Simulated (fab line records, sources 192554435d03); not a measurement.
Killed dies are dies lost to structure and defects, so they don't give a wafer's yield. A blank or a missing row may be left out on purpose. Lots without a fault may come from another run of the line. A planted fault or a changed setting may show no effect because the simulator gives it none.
Chamber matching | flow n5_finfet | N5_BEOL_M14_ETCH_59 on rie_diel-03: 4 sister chambers
The step etches BARC in N2/H2, target depth 89 nm, overetch 26.7 nm, time 67.9 s. 18 wafers are shown with their chamber, then 9 later ones without.

WAFERS WITH THEIR CHAMBER
wafer  | chamber | showerhead_plenum_p_Torr (Torr) | drypump_motor_current_A (A) | throttle_valve_pct (%)
L077.2 | 3       | 2.40                            | 5.63                        | 17.69
L077.3 | 1       | 2.42                            | 5.80                        | 18.08
L077.5 | 3       | 2.40                            | 5.66                        | 17.69
L079.4 | 3       | 2.39                            | 5.66                        | 17.74
L079.5 | 1       | 2.41                            | 5.76                        | 18.10
L079.6 | 0       | 2.47                            | 5.55                        | 17.42
L086.2 | 1       | 2.41                            | 5.78                        | 18.13
L086.3 | 0       | 2.47                            | 5.55                        | 17.43
L086.4 | 3       | 2.39                            | 5.69                        | 17.74
L081.3 | 0       | 2.47                            | 5.53                        | 17.45
L081.5 | 3       | 2.39                            | 5.67                        | 17.75
L081.6 | 1       | 2.41                            | 5.79                        | 18.13
L092.1 | 1       | 2.40                            | 5.76                        | 18.18
L092.2 | 2       | 2.60                            | 5.97                        | 17.64
L092.3 | 0       | 2.46                            | 5.53                        | 17.48
L092.4 | 3       | 2.38                            | 5.69                        | 17.79
L092.5 | 1       | 2.40                            | 5.79                        | 18.15
L092.6 | 0       | 2.46                            | 5.55                        | 17.47

SIGNATURES (means of the wafers above)
reading                  | chamber 0 | chamber 1 | chamber 2 | chamber 3 | scatter within a chamber
showerhead_plenum_p_Torr | 2.4660    | 2.4083    | 2.6000    | 2.3917    | 0.007
drypump_motor_current_A  | 5.5420    | 5.7800    | 5.9700    | 5.6667    | 0.0178
throttle_valve_pct       | 17.4500   | 18.1283   | 17.6400   | 17.7333   | 0.034
Rule: a wafer's distance from a chamber is the root of the sum, over the readings, of the square of ((its reading less the chamber's mean) divided by the reading's scatter). The wafer belongs to the nearest chamber; if the next one is less than 2 further off, it can't be placed. The scatter: the root of (the sum of the squares of (reading less its chamber's mean) over the shown wafers, divided by (wafers less chambers)).

WAFERS WITHOUT THEIR CHAMBER
wafer  | showerhead_plenum_p_Torr (Torr) | drypump_motor_current_A (A) | throttle_valve_pct (%)
L094.2 | 2.40                            | 5.80                        | 18.16
L094.3 | 2.59                            | 5.96                        | 17.63
L094.4 | 2.38                            | 5.65                        | 17.80
L093.2 | 2.38                            | 5.67                        | 17.80
L093.3 | 2.45                            | 5.53                        | 17.47
L093.6 | 2.38                            | 5.64                        | 17.79
L095.1 | 2.45                            | 5.53                        | 17.48
L095.2 | 2.59                            | 5.96                        | 17.62
L095.6 | 2.45                            | 5.53                        | 17.47

WHICH CHAMBER EACH WENT THROUGH
wafer  | from the rows above | in truth
L094.2 | 1                   | 1
L094.3 | 2                   | 2
L094.4 | 3                   | 3
L093.2 | 3                   | 3
L093.3 | 0                   | 0
L093.6 | 3                   | 3
L095.1 | 0                   | 0
L095.2 | 2                   | 2
L095.6 | 0                   | 0
Placed correctly: 9 of 9. Can't be placed from these rows: 0. Placed wrongly: 0.
